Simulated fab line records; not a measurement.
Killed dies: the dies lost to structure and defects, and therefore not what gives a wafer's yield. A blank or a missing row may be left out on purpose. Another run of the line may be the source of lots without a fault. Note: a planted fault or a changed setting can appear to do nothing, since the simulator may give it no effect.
Matching of chambers + flow nand_harc + ald_hk-04 running NHARC_A_CHANNEL_FILL_D1_ALD_14: 4 sister chambers
The step deposits SiO2, target thk 2.5 nm, pulse time 10 s, ald cycles 25. 4 wafers are shown with their chamber, then 7 later ones without.

EACH WAFER AND ITS CHAMBER
| wafer  | chamber | heater_power_w (W) |
|--------|---------|--------------------|
| L081.5 | 2       | 486                |
| L085.4 | 3       | 504                |
| L088.1 | 1       | 460                |
| L088.3 | 0       | 531                |

WAFERS MISSING THEIR CHAMBER
| wafer  | heater_power_w (W) |
|--------|--------------------|
| L088.6 | 512                |
| L090.2 | 507                |
| L090.3 | 477                |
| L090.6 | 532                |
| L092.1 | 472                |
| L092.2 | 489                |
| L092.5 | 537                |

WHICH CHAMBER EACH ONE RAN IN
| wafer  | from the rows above     | in truth |
|--------|-------------------------|----------|
| L088.6 | can't be placed: 3 or 0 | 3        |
| L090.2 | 3                       | 3        |
| L090.3 | can't be placed: 2 or 1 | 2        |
| L090.6 | 0                       | 0        |
| L092.1 | can't be placed: 1 or 2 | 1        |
| L092.2 | can't be placed: 2 or 3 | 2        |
| L092.5 | 0                       | 0        |
Correct placement for 3 of the 7. Not placeable from these rows: 4 (in 4, the candidates include the true chamber). Wrongly placed: 0.
How it was worked out, from the rows above alone: a wafer's distance from a chamber is the root of the sum, over the readings, of the square of ((its reading less the chamber's mean) divided by the reading's scatter). The wafer belongs to the nearest chamber; if the next one is less than 2 further off, it can't be placed. Each chamber's mean is taken over the wafers shown for it. The scatter: root of mean squared gap, hidden wafer to nearest shown wafer, with one shown wafer a chamber.
